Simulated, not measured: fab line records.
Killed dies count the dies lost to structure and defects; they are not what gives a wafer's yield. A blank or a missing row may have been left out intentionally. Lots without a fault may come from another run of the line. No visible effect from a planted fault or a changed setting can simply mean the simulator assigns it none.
The same fault as seen by 2 desks	flow n5 finfet	every desk sees just its own numbers, and what lay behind them comes last

THE TOOL OWNER'S DESK: rie diel-05
The tool's own readings at N5_BEOL_M0_SAQP_ETCH_49 (etches SiO2 in CF4/O2, target depth 37 nm): means of the sampled wafers that have a number, for each lot that ran on this tool. A lot is out of limits, marked OUT, if its mean lies more than 4 standard deviations from the usual mean; the brackets give that distance.
Columns: A = drypump motor current A at N5_BEOL_M0_SAQP_ETCH_49, usual 5.8 A; B = oes product au at N5_BEOL_M0_SAQP_ETCH_49, usual 0.71 a.u.; C = rf vpp V at N5_BEOL_M0_SAQP_ETCH_49, usual 242 V; D = showerhead plenum p Torr at N5_BEOL_M0_SAQP_ETCH_49, usual 2.25 Torr; E = throttle valve pct at N5_BEOL_M0_SAQP_ETCH_49, usual 15.96 %
lot	first seen here	A	B	C	D	E
L533	day 6 18:52	5.2	0.72	244	2.30	15.93
L535	day 7 02:49	5.6	0.97 (+6.6) OUT	242	2.29	15.81
L540	day 8 10:07	5.8	0.91 (+5.0) OUT	244	2.25	15.94
L541	day 8 21:34	5.6	0.98 (+6.9) OUT	241	2.29	15.70
This desk's finding: out of limits on L535, L540, L541; first on L535, day 7 02:49 (oes product au at N5_BEOL_M0_SAQP_ETCH_49). L533: within limits.

FROM THE METROLOGY DESK
Lot by lot, what the gauges showed, no matter which tool ran the lot: averages of those sampled wafers that carry a number. A lot is out of limits, marked OUT, if its mean lies more than 4 standard deviations from the usual mean; the brackets give that distance. 7 of its 10 readings are shown, namely those furthest out on some lot.
Columns: A = IOFF_N at N5_BEOL_M4_RC_MEAS_101, usual 0.16 nA/um; B = IOFF_P at N5_BEOL_M4_RC_MEAS_101, usual 0.22 nA/um; C = ION_N at N5_BEOL_M4_RC_MEAS_101, usual 675 uA/um; D = ION_P at N5_BEOL_M4_RC_MEAS_101, usual 463 uA/um; E = SS_P at N5_BEOL_M4_RC_MEAS_101, usual 73.4 mV/dec; F = VT_N at N5_BEOL_M4_RC_MEAS_101, usual 250 mV; G = VT_P at N5_BEOL_M4_RC_MEAS_101, usual -250 mV
lot	first seen here	A	B	C	D	E	F	G
L533	day 9 02:45	0.14	0.21	655	452	73.1	254	-250
L535	day 9 08:48	0.20	0.28	674	463	75.2	247	-246
L540	day 10 14:47	0.20	0.25	690	474	73.8	248	-248
L541	day 11 08:16	0.14	0.21	685	474	72.5	252	-248
L552	day 14 08:56	0.18	0.23	682	470	73.4	248	-249
This desk's verdict: no lot among the 5 shows anything out of limits.

ALL TOGETHER
On L535, L540, L541, at day 7 02:49, an alarm was possible from the tool owner's desk.
Metrology desk: nothing out of limits seen.
The metrology desk has L535, L540, L541 on record, within its limits.
On rie diel-05, each named lot ran N5_BEOL_M0_SAQP_ETCH_49.

WHAT WAS PUT IN BY THE SIMULATOR
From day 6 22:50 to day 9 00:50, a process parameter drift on rie diel-05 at N5_BEOL_M0_SAQP_ETCH_49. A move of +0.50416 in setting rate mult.
Shown lots that were struck: L535, L540, L541.
Time in hours from fault onset to the first out-of-limits reading at each desk: the tool owner's desk, 4.
